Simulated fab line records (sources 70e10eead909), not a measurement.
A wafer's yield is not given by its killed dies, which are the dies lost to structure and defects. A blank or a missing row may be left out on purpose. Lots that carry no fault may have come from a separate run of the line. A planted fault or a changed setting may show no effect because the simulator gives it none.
What tool caused it? | flow nand-harc | 6 lots with 18 wafers sampled at 5 steps, on a route of 1302 steps

WHAT EACH GAUGE READ, for each wafer
NHARC_END_SORT_01.
lot  | measured     | on        | killed-at-array
L849 | day 26 01:55 | prober-02 | 83 82 84

EACH LOT AND THE TOOL THAT RAN IT (in order: tool; ch and the chambers of the sampled wafers; start)
lot  | NHARC_P_BONDPAD_STRIP_15           | NHARC_P_BONDPAD_DEGAS_25     | NHARC_A_ZERO_WELL_EXPOSE_07       | NHARC_A_ZERO_WELL_RTA_16
L849 | rie-diel-12 ch 1,3, day 8 03:28    | pvd-sputter-01, day 8 04:02  | krf-scanner-04 ch 0, day 8 06:41  | rtp-anneal-02 ch 0, day 8 08:08
L852 | rie-diel-01 ch 0,1,3, day 9 01:04  | pvd-sputter-03, day 9 01:37  | krf-scanner-02 ch 0, day 9 04:23  | rtp-anneal-02 ch 0, day 9 05:48
L855 | rie-diel-10 ch 0,2, day 10 17:36   | pvd-sputter-03, day 10 18:09 | krf-scanner-02 ch 0, day 10 20:58 | rtp-anneal-01 ch 0, day 10 22:38
L858 | rie-diel-01 ch 1,2,3, day 11 13:31 | pvd-sputter-02, day 11 14:04 | krf-scanner-02 ch 0, day 11 16:44 | rtp-anneal-02 ch 0, day 11 18:08
L865 | rie-diel-12 ch 0,3, day 14 17:03   | pvd-sputter-02, day 14 17:36 | krf-scanner-04 ch 0, day 14 20:23 | rtp-anneal-02 ch 0, day 14 21:55
L868 | rie-diel-12 ch 0,1,2, day 15 16:44 | pvd-sputter-02, day 15 17:17 | krf-scanner-03 ch 0, day 15 19:58 | rtp-anneal-02 ch 0, day 15 21:25
- NHARC_P_BONDPAD_STRIP_15: strips in O2.
- NHARC_P_BONDPAD_DEGAS_25: time 60 s.
- NHARC_A_ZERO_WELL_EXPOSE_07: exposes mask A ZERO.
- NHARC_A_ZERO_WELL_RTA_16: time 10 s.

THE ANSWER, worked out from the rows above alone
Rule: the lots themselves supply what counts as usual. Put in order of their means at a reading, lots are off if they are a third of the lots or fewer, leave a main group of 4 or more, and stand apart from it by a gap of 3 or more times the standard deviation of the main group's means; of several such gaps the widest counts. A main group whose means are all the same, to the digits that the tables above print for the reading, isn't used. Also off: a lot with no number at a reading for which 4 or more lots have one. All remaining lots with rows at the step are treated as sound.
No lot is off at any reading shown: from this, nothing can be told.

WHAT WAS PUT IN BY THE SIMULATOR
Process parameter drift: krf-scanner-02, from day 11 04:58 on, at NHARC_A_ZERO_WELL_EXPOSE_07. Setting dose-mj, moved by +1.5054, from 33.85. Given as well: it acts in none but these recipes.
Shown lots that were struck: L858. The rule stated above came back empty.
